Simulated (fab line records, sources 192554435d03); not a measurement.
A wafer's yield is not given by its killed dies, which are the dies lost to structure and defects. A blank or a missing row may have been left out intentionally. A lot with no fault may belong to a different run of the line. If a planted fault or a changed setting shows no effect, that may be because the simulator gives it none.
Which tool was responsible? / flow n5Finfet / 24 lots, 72 wafers sampled, at 4 steps of a route of 1938

## WHAT THE GAUGES READ, wafer by wafer
N5_BEOL_M1_CD_MEAS_18: pitch 36 nm, target cd 18 nm.
lot=L074; measured=day 6 06:16; on=cdSem-03; cdNm (nm)=18.2 18.1 17.8
lot=L077; measured=day 6 21:55; on=cdSem-03; cdNm (nm)=18.1 18.2 17.9
lot=L075; measured=day 6 22:46; on=cdSem-03; cdNm (nm)=18.4 18.4 18.1
lot=L076; measured=day 7 00:10; on=cdSem-01; cdNm (nm)=18.0 18.3 17.5
lot=L078; measured=day 7 03:02; on=cdSem-03; cdNm (nm)=18.0 18.7 18.0
lot=L079; measured=day 7 05:17; on=cdSem-02; cdNm (nm)=18.4 17.8 18.0
lot=L080; measured=day 7 14:25; on=cdSem-03; cdNm (nm)=17.8 17.8 17.7
lot=L081; measured=day 7 21:43; on=cdSem-01; cdNm (nm)=18.2 18.6 18.6
lot=L082; measured=day 8 02:28; on=cdSem-02; cdNm (nm)=17.4 18.2 18.1
lot=L083; measured=day 8 14:06; on=cdSem-02; cdNm (nm)=17.9 18.5 18.4
lot=L085; measured=day 9 05:17; on=cdSem-01; cdNm (nm)=18.4 17.8 18.1
lot=L086; measured=day 9 08:34; on=cdSem-01; cdNm (nm)=18.1 17.9 17.8
lot=L084; measured=day 9 11:08; on=cdSem-01; cdNm (nm)=18.1 18.3 18.2
lot=L087; measured=day 9 16:10; on=cdSem-01; cdNm (nm)=18.2 17.8 18.4
lot=L088; measured=day 9 16:11; on=cdSem-02; cdNm (nm)=18.1 18.3 17.6
lot=L090; measured=day 10 03:47; on=cdSem-01; cdNm (nm)=18.3 17.9 18.1
lot=L089; measured=day 10 06:22; on=cdSem-03; cdNm (nm)=18.1 17.5 17.9
lot=L091; measured=day 10 13:29; on=cdSem-02; cdNm (nm)=17.7 17.9 18.2
lot=L092; measured=day 10 22:38; on=cdSem-01; cdNm (nm)=17.5 17.5 18.1
lot=L093; measured=day 10 22:54; on=cdSem-01; cdNm (nm)=17.8 17.9 18.2
lot=L094; measured=day 11 05:50; on=cdSem-01; cdNm (nm)=18.0 17.8 18.1
lot=L095; measured=day 11 07:00; on=cdSem-03; cdNm (nm)=17.6 18.2 18.3
lot=L096; measured=day 11 12:49; on=cdSem-02; cdNm (nm)=18.4 17.4 17.8
lot=L097; measured=day 12 03:19; on=cdSem-03; cdNm (nm)=18.5 18.2 18.4

N5_BEOL_M1_CD_MEAS_35: target cd 18 nm, target cd y 21 nm.
lot=L074; measured=day 6 15:56; on=cdSem-03; cdNm (nm)=18.1 18.0 17.4
lot=L077; measured=day 6 23:25; on=cdSem-02; cdNm (nm)=17.8 18.4 17.8
lot=L075; measured=day 7 03:18; on=cdSem-01; cdNm (nm)=18.3 18.2 18.1
lot=L076; measured=day 7 03:25; on=cdSem-02; cdNm (nm)=18.5 18.0 18.0
lot=L078; measured=day 7 06:29; on=cdSem-02; cdNm (nm)=18.3 18.6 17.7
lot=L079; measured=day 7 17:14; on=cdSem-01; cdNm (nm)=18.3 18.2 18.1
lot=L080; measured=day 7 17:12; on=cdSem-01; cdNm (nm)=18.0 17.9 17.9
lot=L081; measured=day 8 00:10; on=cdSem-02; cdNm (nm)=18.0 18.7 18.2
lot=L082; measured=day 8 05:19; on=cdSem-03; cdNm (nm)=17.7 17.9 17.9
lot=L083; measured=day 8 19:14; on=cdSem-02; cdNm (nm)=17.4 18.5 18.5
lot=L085; measured=day 9 09:02; on=cdSem-01; cdNm (nm)=18.1 17.9 17.7
lot=L086; measured=day 9 16:42; on=cdSem-02; cdNm (nm)=17.8 18.4 17.7
lot=L084; measured=day 9 21:29; on=cdSem-01; cdNm (nm)=18.5 18.4 17.9
lot=L087; measured=day 9 21:32; on=cdSem-02; cdNm (nm)=18.2 17.9 18.4
lot=L088; measured=day 9 23:31; on=cdSem-03; cdNm (nm)=18.1 18.2 17.5
lot=L090; measured=day 10 05:17; on=cdSem-02; cdNm (nm)=18.4 18.2 18.0
lot=L089; measured=day 10 07:40; on=cdSem-03; cdNm (nm)=17.8 18.0 17.9
lot=L091; measured=day 10 14:53; on=cdSem-02; cdNm (nm)=17.9 18.4 18.1
lot=L092; measured=day 11 01:10; on=cdSem-02; cdNm (nm)=18.0 17.7 18.1
lot=L093; measured=day 11 01:35; on=cdSem-02; cdNm (nm)=17.9 17.9 17.4
lot=L094; measured=day 11 08:40; on=cdSem-03; cdNm (nm)=18.0 17.8 17.3
lot=L095; measured=day 11 12:14; on=cdSem-02; cdNm (nm)=18.1 18.2 18.0
lot=L096; measured=day 11 14:17; on=cdSem-02; cdNm (nm)=17.7 17.4 17.8
lot=L097; measured=day 12 07:26; on=cdSem-02; cdNm (nm)=18.8 18.2 18.6

## TOOL THAT RAN EACH LOT (tool first, then ch and the chambers of the sampled wafers, then the start)
lot=L074; N5_BEOL_M0_PRE_CLEAN_131=cvdCo-02 ch 0,1,2, day 6 04:11; N5_BEOL_M1_ETCH_64=rieDiel-01 ch 0,2,3, day 6 05:55
lot=L077; N5_BEOL_M0_PRE_CLEAN_131=cvdCo-02 ch 1,2, day 6 19:26; N5_BEOL_M1_ETCH_64=rieDiel-03 ch 2,3, day 6 21:34
lot=L075; N5_BEOL_M0_PRE_CLEAN_131=cvdCo-01 ch 1,2, day 6 21:14; N5_BEOL_M1_ETCH_64=rieDiel-03 ch 0,2, day 6 22:25
lot=L076; N5_BEOL_M0_PRE_CLEAN_131=cvdCo-02 ch 0,1,2, day 6 22:35; N5_BEOL_M1_ETCH_64=rieDiel-01 ch 2,3, day 6 23:49
lot=L078; N5_BEOL_M0_PRE_CLEAN_131=cvdCo-01 ch 0,1,2, day 6 23:57; N5_BEOL_M1_ETCH_64=rieDiel-03 ch 0,2, day 7 02:40
lot=L079; N5_BEOL_M0_PRE_CLEAN_131=cvdCo-02 ch 0,1,2, day 7 03:51; N5_BEOL_M1_ETCH_64=rieDiel-01 ch 0,2,3, day 7 04:56
lot=L080; N5_BEOL_M0_PRE_CLEAN_131=cvdCo-02 ch 0,1,2, day 7 12:36; N5_BEOL_M1_ETCH_64=rieDiel-06 ch 1,2,3, day 7 14:04
lot=L081; N5_BEOL_M0_PRE_CLEAN_131=cvdCo-01 ch 0,1,2, day 7 18:59; N5_BEOL_M1_ETCH_64=rieDiel-01 ch 0,1,3, day 7 21:22
lot=L082; N5_BEOL_M0_PRE_CLEAN_131=cvdCo-01 ch 1,2, day 8 01:00; N5_BEOL_M1_ETCH_64=rieDiel-03 ch 0,2, day 8 02:07
lot=L083; N5_BEOL_M0_PRE_CLEAN_131=cvdCo-01 ch 0,2, day 8 11:52; N5_BEOL_M1_ETCH_64=rieDiel-03 ch 1,2,3, day 8 13:45
lot=L085; N5_BEOL_M0_PRE_CLEAN_131=cvdCo-01 ch 0,1,2, day 9 01:17; N5_BEOL_M1_ETCH_64=rieDiel-06 ch 0,2, day 9 04:56
lot=L086; N5_BEOL_M0_PRE_CLEAN_131=cvdCo-01 ch 0,1,2, day 9 05:14; N5_BEOL_M1_ETCH_64=rieDiel-03 ch 1,3, day 9 08:13
lot=L084; N5_BEOL_M0_PRE_CLEAN_131=cvdCo-01 ch 0,1,2, day 9 09:14; N5_BEOL_M1_ETCH_64=rieDiel-01 ch 0,1, day 9 10:47
lot=L087; N5_BEOL_M0_PRE_CLEAN_131=cvdCo-01 ch 0,2, day 9 12:55; N5_BEOL_M1_ETCH_64=rieDiel-03 ch 0,1,3, day 9 15:49
lot=L088; N5_BEOL_M0_PRE_CLEAN_131=cvdCo-02 ch 0,1,2, day 9 12:57; N5_BEOL_M1_ETCH_64=rieDiel-01 ch 0,1,2, day 9 15:50
lot=L090; N5_BEOL_M0_PRE_CLEAN_131=cvdCo-01 ch 1,2, day 10 02:15; N5_BEOL_M1_ETCH_64=rieDiel-06 ch 1,2,3, day 10 03:26
lot=L089; N5_BEOL_M0_PRE_CLEAN_131=cvdCo-02 ch 0,2, day 10 03:08; N5_BEOL_M1_ETCH_64=rieDiel-06 ch 0,2, day 10 05:48
lot=L091; N5_BEOL_M0_PRE_CLEAN_131=cvdCo-02 ch 0,2, day 10 12:05; N5_BEOL_M1_ETCH_64=rieDiel-01 ch 0,1,2, day 10 13:08
lot=L092; N5_BEOL_M0_PRE_CLEAN_131=cvdCo-02 ch 1,2, day 10 20:59; N5_BEOL_M1_ETCH_64=rieDiel-06 ch 0,1,2, day 10 22:17
lot=L093; N5_BEOL_M0_PRE_CLEAN_131=cvdCo-01 ch 0,1,2, day 10 21:04; N5_BEOL_M1_ETCH_64=rieDiel-06 ch 0,1,2, day 10 22:34
lot=L094; N5_BEOL_M0_PRE_CLEAN_131=cvdCo-02 ch 0,1,2, day 11 03:28; N5_BEOL_M1_ETCH_64=rieDiel-03 ch 0,1,2, day 11 05:29
lot=L095; N5_BEOL_M0_PRE_CLEAN_131=cvdCo-01 ch 1,2, day 11 05:07; N5_BEOL_M1_ETCH_64=rieDiel-01 ch 0,1,2, day 11 06:39
lot=L096; N5_BEOL_M0_PRE_CLEAN_131=cvdCo-01 ch 0,1, day 11 09:46; N5_BEOL_M1_ETCH_64=rieDiel-03 ch 0,1,3, day 11 12:28
lot=L097; N5_BEOL_M0_PRE_CLEAN_131=cvdCo-01 ch 0,1,2, day 12 01:09; N5_BEOL_M1_ETCH_64=rieDiel-06 ch 1,2,3, day 12 02:53
- N5_BEOL_M0_PRE_CLEAN_131: time 15 s.
- N5_BEOL_M1_ETCH_64: etches SOC in N2/H2, target depth 75 nm, overetch 15 nm, time 112.5 s.

## AS READ BY THE TOOLS THEMSELVES (means over the sampled wafers that have a number; for cases with no such wafer, the mark the record gives instead)
N5_BEOL_M0_PRE_CLEAN_131.
lot=L074; tool=cvdCo-02; heaterPowerOuterW (W)=15; heaterPowerW (W)=81
lot=L077; tool=cvdCo-02; heaterPowerOuterW (W)=10; heaterPowerW (W)=71
lot=L075; tool=cvdCo-01; heaterPowerOuterW (W)=9; heaterPowerW (W)=58
lot=L076; tool=cvdCo-02; heaterPowerOuterW (W)=16; heaterPowerW (W)=82
lot=L078; tool=cvdCo-01; heaterPowerOuterW (W)=18; heaterPowerW (W)=83
lot=L079; tool=cvdCo-02; heaterPowerOuterW (W)=15; heaterPowerW (W)=82
lot=L080; tool=cvdCo-02; heaterPowerOuterW (W)=15; heaterPowerW (W)=82
lot=L081; tool=cvdCo-01; heaterPowerOuterW (W)=19; heaterPowerW (W)=84
lot=L082; tool=cvdCo-01; heaterPowerOuterW (W)=5; heaterPowerW (W)=57
lot=L083; tool=cvdCo-01; heaterPowerOuterW (W)=15; heaterPowerW (W)=83
lot=L085; tool=cvdCo-01; heaterPowerOuterW (W)=19; heaterPowerW (W)=83
lot=L086; tool=cvdCo-01; heaterPowerOuterW (W)=19; heaterPowerW (W)=84
lot=L084; tool=cvdCo-01; heaterPowerOuterW (W)=19; heaterPowerW (W)=83
lot=L087; tool=cvdCo-01; heaterPowerOuterW (W)=29; heaterPowerW (W)=108
lot=L088; tool=cvdCo-02; heaterPowerOuterW (W)=16; heaterPowerW (W)=83
lot=L090; tool=cvdCo-01; heaterPowerOuterW (W)=6; heaterPowerW (W)=58
lot=L089; tool=cvdCo-02; heaterPowerOuterW (W)=11; heaterPowerW (W)=79
lot=L091; tool=cvdCo-02; heaterPowerOuterW (W)=17; heaterPowerW (W)=90
lot=L092; tool=cvdCo-02; heaterPowerOuterW (W)=15; heaterPowerW (W)=75
lot=L093; tool=cvdCo-01; heaterPowerOuterW (W)=19; heaterPowerW (W)=83
lot=L094; tool=cvdCo-02; heaterPowerOuterW (W)=16; heaterPowerW (W)=83
lot=L095; tool=cvdCo-01; heaterPowerOuterW (W)=6; heaterPowerW (W)=59
lot=L096; tool=cvdCo-01; heaterPowerOuterW (W)=22; heaterPowerW (W)=86
lot=L097; tool=cvdCo-01; heaterPowerOuterW (W)=19; heaterPowerW (W)=84

N5_BEOL_M1_ETCH_64.
lot=L074; tool=rieDiel-01; drypumpMotorCurrentA (A)=5.8; h2FlowSccm (sccm)=200.6; oesProductAu (a.u.)=0.63; rfVppV (V)=522.7; showerheadPlenumPTorr (Torr)=2.51; throttleValvePct (%)=17.7
lot=L077; tool=rieDiel-03; drypumpMotorCurrentA (A)=5.7; h2FlowSccm (sccm)=200.4; oesProductAu (a.u.)=0.56; rfVppV (V)=524.3; showerheadPlenumPTorr (Torr)=2.58; throttleValvePct (%)=18.2
lot=L075; tool=rieDiel-03; drypumpMotorCurrentA (A)=5.2; h2FlowSccm (sccm)=200.5; oesProductAu (a.u.)=0.62; rfVppV (V)=522.8; showerheadPlenumPTorr (Torr)=2.53; throttleValvePct (%)=17.5
lot=L076; tool=rieDiel-01; drypumpMotorCurrentA (A)=6.2; h2FlowSccm (sccm)=200.2; oesProductAu (a.u.)=0.61; rfVppV (V)=521.0; showerheadPlenumPTorr (Torr)=2.43; throttleValvePct (%)=17.8
lot=L078; tool=rieDiel-03; drypumpMotorCurrentA (A)=5.2; h2FlowSccm (sccm)=200.7; oesProductAu (a.u.)=0.65; rfVppV (V)=526.2; showerheadPlenumPTorr (Torr)=2.62; throttleValvePct (%)=17.5
lot=L079; tool=rieDiel-01; drypumpMotorCurrentA (A)=5.9; h2FlowSccm (sccm)=199.6; oesProductAu (a.u.)=0.62; rfVppV (V)=523.3; showerheadPlenumPTorr (Torr)=2.51; throttleValvePct (%)=17.8
lot=L080; tool=rieDiel-06; drypumpMotorCurrentA (A)=5.5; h2FlowSccm (sccm)=200.6; oesProductAu (a.u.)=0.65; rfVppV (V)=524.5; showerheadPlenumPTorr (Torr)=2.59; throttleValvePct (%)=17.7
lot=L081; tool=rieDiel-01; drypumpMotorCurrentA (A)=5.8; h2FlowSccm (sccm)=199.9; oesProductAu (a.u.)=0.62; rfVppV (V)=524.7; showerheadPlenumPTorr (Torr)=2.55; throttleValvePct (%)=17.7
lot=L082; tool=rieDiel-03; drypumpMotorCurrentA (A)=5.2; h2FlowSccm (sccm)=200.2; oesProductAu (a.u.)=0.64; rfVppV (V)=525.2; showerheadPlenumPTorr (Torr)=2.62; throttleValvePct (%)=17.5
lot=L083; tool=rieDiel-03; drypumpMotorCurrentA (A)=5.7; h2FlowSccm (sccm)=199.7; oesProductAu (a.u.)=0.59; rfVppV (V)=525.5; showerheadPlenumPTorr (Torr)=2.59; throttleValvePct (%)=17.8
lot=L085; tool=rieDiel-06; drypumpMotorCurrentA (A)=5.4; h2FlowSccm (sccm)=200.5; oesProductAu (a.u.)=0.61; rfVppV (V)=522.2; showerheadPlenumPTorr (Torr)=2.50; throttleValvePct (%)=18.0
lot=L086; tool=rieDiel-03; drypumpMotorCurrentA (A)=6.0; h2FlowSccm (sccm)=200.3; oesProductAu (a.u.)=0.60; rfVppV (V)=526.0; showerheadPlenumPTorr (Torr)=2.67; throttleValvePct (%)=17.8
lot=L084; tool=rieDiel-01; drypumpMotorCurrentA (A)=5.4; h2FlowSccm (sccm)=200.1; oesProductAu (a.u.)=0.57; rfVppV (V)=525.8; showerheadPlenumPTorr (Torr)=2.60; throttleValvePct (%)=17.9
lot=L087; tool=rieDiel-03; drypumpMotorCurrentA (A)=5.7; h2FlowSccm (sccm)=199.7; oesProductAu (a.u.)=0.61; rfVppV (V)=526.8; showerheadPlenumPTorr (Torr)=2.67; throttleValvePct (%)=17.8
lot=L088; tool=rieDiel-01; drypumpMotorCurrentA (A)=5.7; h2FlowSccm (sccm)=200.2; oesProductAu (a.u.)=0.56; rfVppV (V)=523.7; showerheadPlenumPTorr (Torr)=2.52; throttleValvePct (%)=17.8
lot=L090; tool=rieDiel-06; drypumpMotorCurrentA (A)=5.5; h2FlowSccm (sccm)=199.7; oesProductAu (a.u.)=0.63; rfVppV (V)=524.8; showerheadPlenumPTorr (Torr)=2.59; throttleValvePct (%)=17.8
lot=L089; tool=rieDiel-06; drypumpMotorCurrentA (A)=5.4; h2FlowSccm (sccm)=200.2; oesProductAu (a.u.)=0.60; rfVppV (V)=522.3; showerheadPlenumPTorr (Torr)=2.50; throttleValvePct (%)=18.0
lot=L091; tool=rieDiel-01; drypumpMotorCurrentA (A)=5.7; h2FlowSccm (sccm)=200.7; oesProductAu (a.u.)=0.56; rfVppV (V)=524.0; showerheadPlenumPTorr (Torr)=2.52; throttleValvePct (%)=17.8
lot=L092; tool=rieDiel-06; drypumpMotorCurrentA (A)=5.6; h2FlowSccm (sccm)=199.6; oesProductAu (a.u.)=0.64; rfVppV (V)=523.6; showerheadPlenumPTorr (Torr)=2.52; throttleValvePct (%)=17.7
lot=L093; tool=rieDiel-06; drypumpMotorCurrentA (A)=5.6; h2FlowSccm (sccm)=200.3; oesProductAu (a.u.)=0.64; rfVppV (V)=522.3; showerheadPlenumPTorr (Torr)=2.52; throttleValvePct (%)=17.7
lot=L094; tool=rieDiel-03; drypumpMotorCurrentA (A)=5.5; h2FlowSccm (sccm)=199.8; oesProductAu (a.u.)=0.62; rfVppV (V)=524.6; showerheadPlenumPTorr (Torr)=2.60; throttleValvePct (%)=17.5
lot=L095; tool=rieDiel-01; drypumpMotorCurrentA (A)=5.7; h2FlowSccm (sccm)=200.1; oesProductAu (a.u.)=0.55; rfVppV (V)=522.5; showerheadPlenumPTorr (Torr)=2.52; throttleValvePct (%)=17.9
lot=L096; tool=rieDiel-03; drypumpMotorCurrentA (A)=5.7; h2FlowSccm (sccm)=199.7; oesProductAu (a.u.)=0.67; rfVppV (V)=527.0; showerheadPlenumPTorr (Torr)=2.67; throttleValvePct (%)=17.7
lot=L097; tool=rieDiel-06; drypumpMotorCurrentA (A)=5.5; h2FlowSccm (sccm)=199.8; oesProductAu (a.u.)=0.62; rfVppV (V)=524.6; showerheadPlenumPTorr (Torr)=2.58; throttleValvePct (%)=17.8

## THE ANSWER, worked out from the rows above alone
Rule: the usual values come from the lots themselves. Put in order of their means at a reading, lots are off if they are a third of the lots or fewer, leave a main group of 4 or more, and stand apart from it by a gap of 3 or more times the standard deviation of the main group's means; of several such gaps the widest counts. A main group is skipped when, at the precision printed for the reading in the tables above, its means are all equal. Also off: a lot with no number at a reading for which 4 or more lots have one. Where the step has rows for the other lots, those lots are counted as sound. First the gauges in route order, then the tools' own readings, where a lot's mean is used as printed above. The first step at which some lot is off is used, and at that step the reading that is off furthest; a lot without a number counts as furthest.
No lot is off on any of the readings shown, so nothing can be concluded from this.

## WHAT THE SIMULATOR HAD PUT IN
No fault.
